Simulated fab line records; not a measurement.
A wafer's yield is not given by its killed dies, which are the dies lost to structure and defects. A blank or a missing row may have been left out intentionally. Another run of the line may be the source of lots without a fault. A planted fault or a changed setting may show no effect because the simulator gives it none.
fab line records    flow n5-finfet
[record] lots = 10  wafers = 29  last-day = 17
route steps=1938 shown BEOL_M7@1281 PASSIVATION@1936
lots that met no fault: taken from a fault-free run of the same line
start-h: hours from the record's opening day to when the first of the lot's shown wafers began    wait-h: hours elapsed since this lot's preceding step    " identical to the entry in the row above    L1.1+2: one row covering several wafers at once    - value missing, or start not given    * or withheld: withheld    < > ~ a bound
route shown NAME@n: NAME is a module with steps in the file, n the number in the route of the first one    usual: the fault-free wafers' mean and standard deviation    same: alike in all rows    chamber/n: place in a boat    sites: the reading at each site    _std_site: how widely they spread, as a standard deviation    _edge_site: mean of outer sites minus mean of inner sites    radius-mm: for every site, how far away it sits from the centre of the wafer    mask NAME#n: copy n    behind: the most recent tool/chamber to have shaped the wafer    hold: why the lot went on hold/how many hours it stayed there/how the hold came to an end    device: transistor that didn't switch, given as n, p or np    end of line: tests of these same wafers at the route's end    a step with no rows: only its recipe    killed: the dies lost at the first sort to structure and to defects; this is not the yield of the wafer    map: a wafer's dies, marking killed ones x, the rest . and places with no die _
set.NAME: the setting as run; set.NAME@STEP: as run at that earlier step    model.NAME: the simulator's own value behind a step, which no gauge read
route steps across a sampled set of lots; one table per step, one row per wafer
services: from which hour (start-h, from the record's first day; less than 0 if before it) a tool's chamber was out of use, for how many hours, and why
[[steps]]
[step N5_BEOL_M7_ETCH_62]
[recipe] chemistry = N2/H2  target = SOC  target-depth-a = 1100  overetch-a = 220  mask-material = SiARC  temp-c = 40  time-s = 165  ion-energy-ev = 200  pressure-mtorr = 30  source-w = 840  bias-w = 150  n2-flow-sccm = 200  h2-flow-sccm = 200
[usual] drypump-motor-current-A = 5.5/0.37  oes-product-au = 0.68/0.072  rf-vpp-V = 524.0/2.5  showerhead-plenum-p-Torr = 2.55/0.097  throttle-valve-pct = 17.88/0.22
[same] time-s = 165
lot.wafer  tool         chamber  start-h  wait-h  drypump-motor-current-A  oes-product-au  rf-hours-counter-h  rf-vpp-V  showerhead-plenum-p-Torr  throttle-valve-pct
L703.1     rie-diel-02  3        189.10   0.0     5.7                      0.75            42                  525.7     2.71                      18.20
L703.5     "            3        "        "       5.7                      0.75            -                   526.7     2.71                      18.21
L703.6     "            2        "        "       5.8                      0.78            -                   522.9     2.48                      17.37
L704.3     rie-diel-06  2        193.05   0.0     6.1                      0.65            134                 523.7     2.56                      17.90
L704.4     "            2        "        "       6.1                      0.64            -                   525.3     2.56                      17.89
L704.6     "            0        "        "       5.6                      0.62            -                   525.8     2.66                      18.04
L705.3     rie-diel-06  0        208.83   0.0     5.5                      0.61            164                 526.8     2.66                      18.06
L705.5     "            1        "        "       5.4                      0.70            -                   522.5     2.47                      17.97
L712.1     rie-diel-04  1        247.33   0.0     5.0                      0.58            250                 522.4     2.50                      18.11
L712.2     "            2        "        "       5.7                      0.61            186                 520.6     2.41                      17.74
L712.3     "            3        "        "       5.4                      0.60            218                 525.7     2.63                      17.97
L713.2     rie-diel-04  0        284.31   0.0     5.7                      0.70            81                  521.0     2.47                      17.79
L713.4     "            2        "        "       5.7                      0.60            196                 519.6     2.41                      17.73
L713.5     "            0        "        "       5.7                      0.71            -                   520.8     2.47                      17.79
L716.1     rie-diel-06  0        284.50   0.0     5.6                      0.60            185                 527.1     2.65                      18.09
L716.2     "            2        "        "       6.1                      0.63            160                 524.8     2.54                      17.94
L716.5     "            0        "        "       5.6                      0.61            -                   526.6     2.65                      18.09
L717.3     rie-diel-04  2        284.68   0.0     5.7                      0.59            196                 521.0     2.41                      17.76
L717.4     "            0        "        "       5.6                      0.71            81                  522.6     2.47                      17.80
L717.5     "            0        "        "       5.7                      0.70            -                   521.6     2.47                      17.82
L719.2     rie-diel-04  3        287.96   0.0     5.4                      0.59            229                 526.3     2.62                      17.99
L719.5     "            1        "        "       5.0                      0.81            -                   521.8     2.50                      17.62
L719.6     "            0        "        "       5.7                      0.70            -                   522.1     2.47                      17.80
L720.2     rie-diel-04  2        310.28   0.0     5.7                      0.60            203                 519.6     2.40                      17.75
L720.5     "            3        "        "       5.4                      0.59            -                   525.2     2.62                      18.01
L720.6     "            2        "        "       5.7                      0.59            -                   520.4     2.40                      17.75
L723.3     rie-diel-04  3        335.48   0.0     5.3                      0.59            242                 527.6     2.62                      18.02
L723.4     "            2        "        "       5.7                      0.60            207                 520.9     2.40                      17.77
L723.5     "            0        "        "       5.7                      0.68            -                   520.4     2.46                      17.82
[step N5_BEOL_M7_CD_MEAS_18]
[recipe] pitch-nm = 80  target-cd-nm = 40
[usual] cd-nm = 39.6/0.92
lot.wafer  tool       chamber  start-h  wait-h  cd-nm
L703.1     cd-sem-03  -        189.49   0.0     38.3
L703.5     "          -        "        "       39.0
L703.6     "          -        "        "       38.5
L704.3     cd-sem-02  -        193.42   0.1     41.5
L704.4     "          -        "        "       40.5
L704.6     "          -        "        "       41.1
L705.3     cd-sem-02  -        209.31   0.1     39.5
L705.5     "          -        "        "       39.9
L712.1     cd-sem-03  -        247.78   0.0     39.3
L712.2     "          -        "        "       38.0
L712.3     "          -        "        "       39.7
L713.2     cd-sem-01  -        284.73   0.1     40.1
L713.4     "          -        "        "       40.1
L713.5     "          -        "        "       39.5
L716.1     cd-sem-01  -        284.87   0.1     40.0
L716.2     "          -        "        "       38.4
L716.5     "          -        "        "       39.8
L717.3     cd-sem-01  -        285.05   0.1     41.8
L717.4     "          -        "        "       40.9
L717.5     "          -        "        "       40.9
L719.2     cd-sem-01  -        288.39   0.1     41.3
L719.5     "          -        "        "       40.4
L719.6     "          -        "        "       41.8
L720.2     cd-sem-03  -        310.69   0.1     39.0
L720.5     "          -        "        "       39.4
L720.6     "          -        "        "       39.6
L723.3     cd-sem-01  -        335.85   0.1     39.9
L723.4     "          -        "        "       38.7
L723.5     "          -        "        "       38.9
[step N5_BEOL_M7_EXPOSE_25]
[recipe] mask-id = V6  na = 0.33  source-shape = annular  sigma-inner = 0.4  sigma-outer = 0.8  polarization = unpolarized  target-cd-nm = 40  dose-mj = 42.5
[usual] exposure-dose-mJ-cm2 = 42.40/0.06
lot.wafer  tool            chamber  start-h  wait-h  mask  exposure-dose-mJ-cm2
L703.1     euv-scanner-02  0        189.84   -       V6#0  42.37
L703.5     "               0        "        "       V6#0  42.42
L703.6     "               0        "        "       V6#0  42.37
L704.3     euv-scanner-01  0        199.31   -       V6#0  42.47
L704.4     "               0        "        "       V6#0  42.49
L704.6     "               0        "        "       V6#0  42.42
L705.3     euv-scanner-01  0        210.45   -       V6#0  42.49
L705.5     "               0        "        "       V6#0  42.52
L712.1     euv-scanner-01  0        250.47   -       V6#0  47.16
L712.2     "               0        "        "       V6#0  47.11
L712.3     "               0        "        "       V6#0  47.21
L717.3     euv-scanner-02  0        285.74   -       V6#0  42.40
L717.4     "               0        "        "       V6#0  42.46
L717.5     "               0        "        "       V6#0  42.45
L713.2     euv-scanner-02  0        286.11   -       V6#0  42.30
L713.4     "               0        "        "       V6#0  42.26
L713.5     "               0        "        "       V6#0  42.36
L716.1     euv-scanner-01  0        286.27   -       V6#0  45.39
L716.2     "               0        "        "       V6#0  45.39
L716.5     "               0        "        "       V6#0  45.41
L719.2     euv-scanner-02  0        288.80   -       V6#0  42.36
L719.5     "               0        "        "       V6#0  42.39
L719.6     "               0        "        "       V6#0  42.41
L720.2     euv-scanner-02  0        312.76   -       V6#0  42.33
L720.5     "               0        "        "       V6#0  42.35
L720.6     "               0        "        "       V6#0  42.37
L723.3     euv-scanner-02  0        339.41   -       V6#0  42.41
L723.4     "               0        "        "       V6#0  42.34
L723.5     "               0        "        "       V6#0  42.38
[step N5_BEOL_M7_CD_MEAS_28]
[recipe] target-cd-nm = 40  landing-energy-ev = 500  detector = se-inlens
[usual] cd-nm = 40.04/0.25
lot.wafer  tool       chamber  start-h  wait-h  cd-nm
L703.1     cd-sem-01  0        189.97   -       39.65
L703.5     "          0        "        "       40.13
L703.6     "          0        "        "       40.08
L704.3     cd-sem-03  0        199.43   -       40.15
L704.4     "          0        "        "       40.28
L704.6     "          0        "        "       40.00
L705.3     cd-sem-01  0        210.57   -       39.64
L705.5     "          0        "        "       40.04
L712.1     cd-sem-02  0        250.61   -       41.75
L712.2     "          0        "        "       42.00
L712.3     "          0        "        "       42.14
L717.3     cd-sem-01  0        285.86   -       39.87
L717.4     "          0        "        "       40.15
L717.5     "          0        "        "       39.85
L713.2     cd-sem-01  0        286.24   -       40.22
L713.4     "          0        "        "       40.09
L713.5     "          0        "        "       40.20
L716.1     cd-sem-03  0        286.40   -       42.03
L716.2     "          0        "        "       41.38
L716.5     "          0        "        "       42.00
L719.2     cd-sem-03  0        288.92   -       40.13
L719.5     "          0        "        "       39.80
L719.6     "          0        "        "       39.82
L720.2     cd-sem-02  0        312.89   -       40.47
L720.5     "          0        "        "       39.97
L720.6     "          0        "        "       40.16
L723.3     cd-sem-03  0        339.53   -       39.96
L723.4     "          0        "        "       39.82
L723.5     "          0        "        "       39.78
[step N5_BEOL_M7_ETCH_66]
[recipe] chemistry = N2/H2  target = SOC  target-depth-a = 800  overetch-a = 160  mask-material = SiARC  temp-c = 40  time-s = 120  ion-energy-ev = 200  pressure-mtorr = 30  source-w = 840  bias-w = 150  n2-flow-sccm = 200  h2-flow-sccm = 200
[usual] drypump-motor-current-A = 5.5/0.37  oes-product-au = 0.60/0.067  rf-vpp-V = 523.4/2.4  showerhead-plenum-p-Torr = 2.53/0.093  throttle-valve-pct = 17.87/0.23
[same] time-s = 120
lot.wafer  tool         chamber  start-h  wait-h  drypump-motor-current-A  oes-product-au  rf-hours-counter-h  rf-vpp-V  showerhead-plenum-p-Torr  throttle-valve-pct
L703.1     rie-diel-04  2        190.18   0.0     5.7                      0.56            167                 522.5     2.42                      17.69
L703.5     "            2        "        "       5.7                      0.56            -                   521.4     2.42                      17.69
L703.6     "            1        "        "       5.0                      0.54            -                   522.4     2.51                      18.06
L704.3     rie-diel-02  0        199.63   0.0     4.8                      0.53            240                 521.4     2.52                      18.30
L704.4     "            2        "        "       5.8                      0.71            18                  523.8     2.48                      17.38
L704.6     "            2        "        "       5.8                      0.72            -                   523.2     2.48                      17.37
L705.3     rie-diel-02  3        210.93   0.0     5.7                      0.67            48                  528.8     2.70                      18.21
L705.5     "            1        "        "       6.0                      0.54            -                   522.1     2.49                      17.88
L712.1     rie-diel-04  0        250.81   0.0     5.7                      0.63            71                  522.1     2.47                      17.78
L712.2     "            3        "        "       5.4                      0.53            219                 525.4     2.63                      17.98
L712.3     "            2        "        "       5.8                      0.55            187                 520.2     2.41                      17.72
L717.3     rie-diel-02  3        286.06   0.0     5.7                      0.65            72                  527.3     2.69                      18.25
L717.4     "            2        "        "       5.8                      0.68            44                  521.4     2.47                      17.41
L717.5     "            3        "        "       5.7                      0.64            -                   525.9     2.69                      18.27
L713.2     rie-diel-06  3        286.44   0.0     5.2                      0.64            65                  526.4     2.71                      17.72
L713.4     "            0        "        "       5.6                      0.55            185                 525.6     2.65                      18.09
L713.5     "            1        "        "       5.4                      0.62            -                   521.2     2.46                      18.01
L716.1     rie-diel-02  2        286.61   0.0     5.8                      0.67            44                  521.8     2.47                      17.42
L716.2     "            3        "        "       5.7                      0.64            72                  528.5     2.69                      18.27
L716.5     "            0        "        "       4.8                      0.73            -                   522.3     2.51                      17.89
L719.2     rie-diel-06  1        289.14   0.0     5.4                      0.62            94                  521.3     2.46                      18.02
L719.5     "            2        "        "       6.1                      0.57            -                   524.2     2.54                      17.94
L719.6     "            3        "        "       5.2                      0.64            -                   526.8     2.71                      17.72
L720.2     rie-diel-04  3        313.24   0.0     5.4                      0.54            236                 525.9     2.62                      17.99
L720.5     "            3        "        "       5.4                      0.53            -                   526.7     2.62                      17.99
L720.6     "            2        "        "       5.7                      0.53            -                   521.0     2.40                      17.74
L723.3     rie-diel-02  0        339.73   0.0     4.8                      0.69            25                  522.6     2.51                      17.93
L723.4     "            0        "        "       4.7                      0.69            -                   523.6     2.51                      17.92
L723.5     "            2        "        "       5.8                      0.65            -                   522.1     2.46                      17.45
[step N5_PASSIVATION_PROBE_49]
[usual] defect-limited-yield = 91.0/1.4  killed_at_M0_to_M3 = 35/10  killed_at_M4_up = 14/5.5  killed-at-contacts = 13/5.6  killed-at-front-end = 41/11  killed-at-other = 4/3.4  killed-dies = 106/16  killed-open = 68/12  killed-short = 35/7.3  sort_bin_4_leakage = 0.3/2.1  sort_bin_5_function = 5.3/0.89  sort_bin_6_memory = 3.4/0.67  sort_bin_8_speed = 0.01/0.11  sort-n-pass = 1070/28  sort-yield-pct = 90.7/2.4
[same] gross-dies = 1180  killed-at-back-side = 0
lot.wafer  tool       chamber  start-h  wait-h  defect-limited-yield[%]  killed_at_M0_to_M3  killed_at_M4_up  killed-at-contacts  killed-at-front-end  killed-at-other  killed-dies  killed-open  killed-short  sort_bin_4_leakage[%]  sort_bin_5_function[%]  sort_bin_6_memory[%]  sort_bin_8_speed[%]  sort-n-pass  sort-yield-pct[%]
L712.3     prober-01  -        320.77   0.1     89.3                     26                  19               15                  64                   2                126          83           38            0                      5.8                     4.5                   0                    1054         89.3
L716.1     prober-02  -        379.38   0.0     92.1                     33                  10               7                   39                   4                93           59           31            0                      5.0                     2.6                   0                    1087         92.1
L716.2     prober-02  -        379.43   0.1     90.7                     31                  12               15                  51                   1                110          60           44            0                      6.0                     2.6                   0                    1070         90.7
L716.5     prober-02  -        379.58   0.2     92.0                     28                  7                12                  43                   4                94           58           33            0                      4.0                     3.6                   0                    1086         92.0
L719.2     prober-02  -        380.61   0.1     87.3                     54                  15               24                  51                   6                150          93           52            0                      7.5                     4.6                   0                    1030         87.3
L719.5     prober-02  -        380.76   0.2     89.8                     56                  13               16                  31                   4                120          74           39            0                      5.8                     3.5                   0                    1060         89.8
// killed by level:class
L712.3 FIN_SAQP:geometric-particle:open=18 STI_FIN_REVEAL:geometric-particle:open=12 MOL_CONTACT_COAG:geometric-particle:open=9 BEOL_M4:geometric-particle:open=9 FIN_SAQP:geometric-particle:short=8 DUMMY_GATE:geometric-particle:open=7 BEOL_M1:geometric-particle:open=6 MOL_CONTACT_COAG:geometric-particle:short=5
L716.1 FIN_SAQP:geometric-particle:short=12 BEOL_M1:geometric-particle:open=11 BEOL_M0_SAQP:geometric-particle:open=6 BEOL_M2:geometric-particle:open=6 DUMMY_GATE:geometric-particle:open=5 MOL_CONTACT_COAG:geometric-particle:open=5 STARTING-WAFER:geometric-particle:open=5 GATE_CUT:geometric-particle:short=4
L716.2 GATE_CUT:geometric-particle:short=15 MOL_CONTACT_COAG:geometric-particle:open=11 STI_FIN_REVEAL:geometric-particle:open=9 BEOL_M0_SAQP:geometric-particle:open=7 FIN_SAQP:geometric-particle:short=6 FIN_SAQP:geometric-particle:open=5 BEOL_M0_SAQP:geometric-particle:short=5 BEOL_M2:geometric-particle:open=5
L716.5 GATE_CUT:geometric-particle:short=11 STI_FIN_REVEAL:geometric-particle:open=10 MOL_CONTACT_COAG:geometric-particle:open=8 DUMMY_GATE:geometric-particle:open=6 BEOL_M1:geometric-particle:open=5 STARTING-WAFER:geometric-particle:short=4 GATE_CUT:geometric-particle:open=4 BEOL_M0_SAQP:geometric-particle:short=4
L719.2 BEOL_M0_SAQP:geometric-particle:short=19 MOL_CONTACT_COAG:geometric-particle:open=18 BEOL_M0_SAQP:geometric-particle:open=16 FIN_SAQP:geometric-particle:open=14 BEOL_M2:geometric-particle:open=13 FIN_SAQP:geometric-particle:short=9 BEOL_M4:geometric-particle:open=8 MOL_CONTACT_COAG:geometric-particle:short=6
L719.5 BEOL_M0_SAQP:geometric-particle:short=20 MOL_CONTACT_COAG:geometric-particle:open=14 BEOL_M0_SAQP:geometric-particle:open=13 BEOL_M4:geometric-particle:open=7 BEOL_M1:geometric-particle:open=7 BEOL_M2:geometric-particle:open=7 DUMMY_GATE:geometric-particle:open=5 HKMG_FIN:area-etch=5
[[services]]
tool            chamber  start-h  hours  kind
rie-diel-06     3        176.37   19.3   repair
euv-scanner-02  -        179.40   1.0    pm
euv-scanner-02  -        197.00   5.8    pm
euv-scanner-01  -        220.16   1.0    pm
rie-diel-04     0        222.79   11.3   repair
rie-diel-04     2        228.08   2.4    repair
rie-diel-02     0        234.65   -      clean
rie-diel-02     0        234.65   -      consumable-replace:focus-ring
rie-diel-02     0        234.65   19.3   scheduled-down
euv-scanner-02  -        235.55   1.0    pm
euv-scanner-02  0        241.10   -      calibration
rie-diel-04     1        249.86   -      clean
rie-diel-04     1        249.86   -      consumable-replace:focus-ring
rie-diel-04     1        249.86   12.2   scheduled-down
rie-diel-04     1        249.86   12.2   vent-cycle
euv-scanner-02  -        264.21   4.6    pm
euv-scanner-01  -        276.31   1.0    pm
euv-scanner-01  -        290.95   4.6    pm
euv-scanner-02  -        295.55   1.0    pm
rie-diel-06     2        299.45   8.1    repair
euv-scanner-01  -        329.43   0.2    repair
euv-scanner-01  -        332.46   1.0    pm
euv-scanner-01  -        335.89   5.8    pm
rie-diel-06     0        337.05   4.8    repair
[[key]]
[first-sign] step = N5_BEOL_M7_EXPOSE_25  reading = exposure-dose-mJ-cm2  direction = up  sigmas = 65  usual = 42.40  struck = 46.28
[effect] step = N5_BEOL_M7_CD_MEAS_28  reading = cd-nm  direction = up  sigmas = 7.4  usual = 40.04  struck = 41.88  through = control-loop
met-at N5_BEOL_M7_EXPOSE_25
struck-lots L712,L716
[loop-trim] step = N5_BEOL_M7_EXPOSE_25  setting = dose  lots = L716
not-acting-at N5_BEOL_M7_ETCH_62,N5_BEOL_M7_CD_MEAS_18,N5_BEOL_M7_ETCH_66
onset-between 210.45 250.47
[fault] kind = process-parameter-drift  tool = euv-scanner-01  chamber = -  onset-h = 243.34  steps = N5_BEOL_M7_EXPOSE_25  channel = dose-mj  offset = 4.7203  shape = step  acts-in = these-recipes-only  stated = 42.5
// loop-trim: a control loop set the setting to another value than it would have without faults
